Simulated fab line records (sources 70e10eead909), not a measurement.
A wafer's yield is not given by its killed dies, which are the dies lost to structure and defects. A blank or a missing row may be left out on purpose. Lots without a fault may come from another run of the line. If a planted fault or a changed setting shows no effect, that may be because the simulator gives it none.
A single fault, viewed from 2 desks | flow nandHarc | each desk has only its own numbers; what lay behind them comes last

METROLOGY DESK
What the gauges read, lot by lot, whatever tool the lot ran on: means of the sampled wafers that have a number. The brackets show how far a lot's mean lies from the usual mean; more than 4 standard deviations puts the lot out of limits, marked OUT.
Columns: A = cdNm at NHARC_P_ZERO_WELL_CD_MEAS_24, usual 720 nm; B = trenchDepthNm at NHARC_P_STI_OCD_MEAS_43, usual 303 nm; C = trenchFootCdNm at NHARC_P_STI_OCD_MEAS_43, usual 158 nm
lot  | first seen here | A   | B   | C
L379 | day 2 02:22     | 722 | 306 | 159
L380 | day 2 08:35     | 718 | 308 | 152
L381 | day 2 18:31     | 722 | 302 | 162
L383 | day 3 14:30     | 721 | 302 | 159
L384 | day 4 00:31     | 720 | 306 | 160
L385 | day 4 10:31     | 718 | 303 | 160
L386 | day 4 20:35     | 715 | 297 | 160
L387 | day 5 06:34     | 718 | 306 | 156
L390 | day 6 12:28     | 717 | 301 | 159
L394 | day 8 04:22     | 718 | 297 | 160
L396 | day 9 00:30     | 723 | 311 | 155
L398 | day 9 20:28     | 720 | 307 | 158
L399 | day 10 06:29    | 723 | 306 | 158
This desk's finding: nothing out of limits on any of the 13 lots.

FOR THE TOOL OWNER'S DESK: rieDiel-08
The tool's own readings at NHARC_P_STI_ETCH_31 (etches the open film in CF4/CHF3, target depth 108.9 nm, time 54.5 s): means of the sampled wafers that have a number, for each lot that ran on this tool. The brackets show how far a lot's mean lies from the usual mean; more than 4 standard deviations puts the lot out of limits, marked OUT.
Columns: A = drypumpMotorCurrentA at NHARC_P_STI_ETCH_31, usual 5.70 A; B = oesProductAu at NHARC_P_STI_ETCH_31, usual 0.960 a.u.; C = rfVppV at NHARC_P_STI_ETCH_31, usual 371.0 V; D = runLengthS at NHARC_P_STI_ETCH_31, usual 75.6 s; E = showerheadPlenumPTorr at NHARC_P_STI_ETCH_31, usual 1.58 Torr; F = throttleValvePct at NHARC_P_STI_ETCH_31, usual 16.802 %
lot  | first seen here | A    | B     | C     | D               | E    | F
L380 | day 3 01:51     | 5.55 | 0.964 | 368.8 | 76.0            | 1.54 | 16.801
L383 | day 4 11:50     | 5.59 | 0.981 | 369.6 | 75.4            | 1.53 | 16.802
L386 | day 5 19:01     | 5.67 | 0.968 | 370.8 | 75.8            | 1.58 | 16.798
L390 | day 7 10:19     | 5.54 | 0.981 | 370.3 | 75.7            | 1.54 | 16.803
L396 | day 9 20:11     | 5.61 | 0.968 | 371.5 | 72.4 (-7.0) OUT | 1.59 | 16.797
L398 | day 10 18:17    | 5.56 | 0.960 | 368.9 | 72.5 (-6.8) OUT | 1.54 | 16.801
L399 | day 11 03:48    | 5.54 | 0.969 | 368.2 | 66.0 (-21) OUT  | 1.54 | 16.801
This desk's finding: out of limits on L396, L398, L399; first on L396, day 9 20:11 (runLengthS at NHARC_P_STI_ETCH_31). In limits: L380, L383, L386, L390.

PUT TOGETHER
The tool owner's desk had the chance to raise an alarm at day 9 20:11 on L396, L398, L399.
Metrology desk: nothing out of limits seen.
The metrology desk has L396, L398, L399 on record, within its limits.
Of the lots named, all ran NHARC_P_STI_ETCH_31 on rieDiel-08.

WHAT THE SIMULATOR HAD PUT IN
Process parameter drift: rieDiel-08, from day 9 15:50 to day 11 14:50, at NHARC_P_STI_ETCH_31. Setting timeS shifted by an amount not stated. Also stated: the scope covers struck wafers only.
Struck lots among those shown: L396, L398, L399.
Hours from the fault's start to each desk's first reading out of limits: the tool owner's desk, 4.
